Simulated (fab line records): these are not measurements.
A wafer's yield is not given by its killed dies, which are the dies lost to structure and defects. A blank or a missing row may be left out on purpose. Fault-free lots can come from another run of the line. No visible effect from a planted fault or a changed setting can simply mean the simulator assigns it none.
Code-filled problem report in 8D (eight disciplines) form    flow nandHarc    the parts of the form that need people (team, actions taken, sign-off) are left out

== 1. WHAT WENT WRONG ==
At NHARC_END_SORT_01, killedAtArray averages 635 over 4 wafers from 3 lots, while fault-free wafers read 55, standard deviation 20. That puts it +29 standard deviations away from the usual mean.
Seen first at day 29 04:52 on prober-02, wafer L584.5. Wafers with a number at this step in the record: 15, from 5 lots. Rule for "out" (also "out of limits"): further than 4 standard deviations from the usual mean. The other wafers with a number count as sound.

== 2. WHAT THIS IS AND IS NOT ==
question                     is                              is not
which readings at this step  killedAtArray, killedDies       killedAtPeriphery, killedOpen, killedShort
which lots                   L582, L584, L585                L590, L594
which wafers of those lots   L582.3, L584.5, L585.5, L585.6  L582.2, L582.4, L584.2, L584.4, L585.1
read on which gauges         prober-01, prober-02            -
when                         from day 29 04:52               up to then (2 sound wafers); but 9 sound wafers of L582, L585, L590, L594 came after

== 3. THE SUSPECTS, EACH WITH WHAT RULES IT OUT ==
Counting: a tool at a process step up to the reading stays a suspect if it ran every lot that is out. Sound lots after the first of them don't rule it out here, since some wafers of a struck lot are sound.
- the gauge at NHARC_END_SORT_01 is ruled out. Those wafers that are out were read across 2 gauges (prober-01, prober-02).
- rieDiel-13 at NHARC_A_STAIRCASE_TRIM_229 (chemistry O2, time 211.2 s): kept. It ran every lot that is out, first L582 (day 20 14:52). On those wafers its own readings are out: oesProductAu.
- rieDiel-13 at NHARC_A_STAIRCASE_TRIM_231 (chemistry O2, time 211.2 s): kept. It ran every lot that is out, first L584 (day 29 02:29). NHARC_A_STAIRCASE_TRIM_231: start missing for some lots; hours and lot order therefore follow NHARC_END_SORT_01.
- rieDiel-13 at NHARC_A_STAIRCASE_ETCH_234 (etches the open film in C4F8/O2, target depth 100 nm, time 40.5 s): kept. It ran every lot that is out, first L584 (day 29 02:29). NHARC_A_STAIRCASE_ETCH_234: start missing for some lots; hours and lot order therefore follow NHARC_END_SORT_01.
After the count, these remain: rieDiel-13 at NHARC_A_STAIRCASE_TRIM_229, rieDiel-13 at NHARC_A_STAIRCASE_TRIM_231 and rieDiel-13 at NHARC_A_STAIRCASE_ETCH_234.

== 4. THE CAUSE (what the simulator had put in) ==
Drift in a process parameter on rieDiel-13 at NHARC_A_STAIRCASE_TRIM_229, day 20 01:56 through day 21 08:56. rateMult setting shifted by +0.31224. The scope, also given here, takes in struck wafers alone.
This tool is one of the 3 suspects left after counting.

== 5. SEQUENCE OF EFFECTS, ordered by route ==
Each row: a reading whose mean over the struck wafers that have a number lies more than 3 standard deviations from the usual. Only readings for which the record gives a usual standard deviation are gone through. hours: the time from each lot's start at the first step in this table that gives one to its start at this step, as a median over the lots. sigmas: the change in usual standard deviations.
hours  step                        reading        usual       on struck wafers  change  sigmas
0      NHARC_A_STAIRCASE_TRIM_229  oesProductAu   1.001 a.u.  1.193             +0.192  +17
212    NHARC_END_SORT_01           killedAtArray  55          635               +580    +29
212    NHARC_END_SORT_01           killedDies     60          642               +582    +28
Process steps it contains:
- NHARC_A_STAIRCASE_TRIM_229: chemistry O2, time 211.2 s.

== 6. WHAT WOULD HAVE CAUGHT IT SOONER ==
The first out-of-limits reading at a measuring or inspecting step in this record came at day 29 04:52, 219 hours after the fault's start at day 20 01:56.
Tool's own readings at NHARC_A_STAIRCASE_TRIM_229, oesProductAu: out on all struck wafers the step has rows for; an alarm limit on them would have tripped on the first.
Each of the lots that are out, 3 in all, had begun NHARC_A_STAIRCASE_TRIM_229 on rieDiel-13 no later than day 29 04:52. Holding the tool at that point would not have protected any of them.
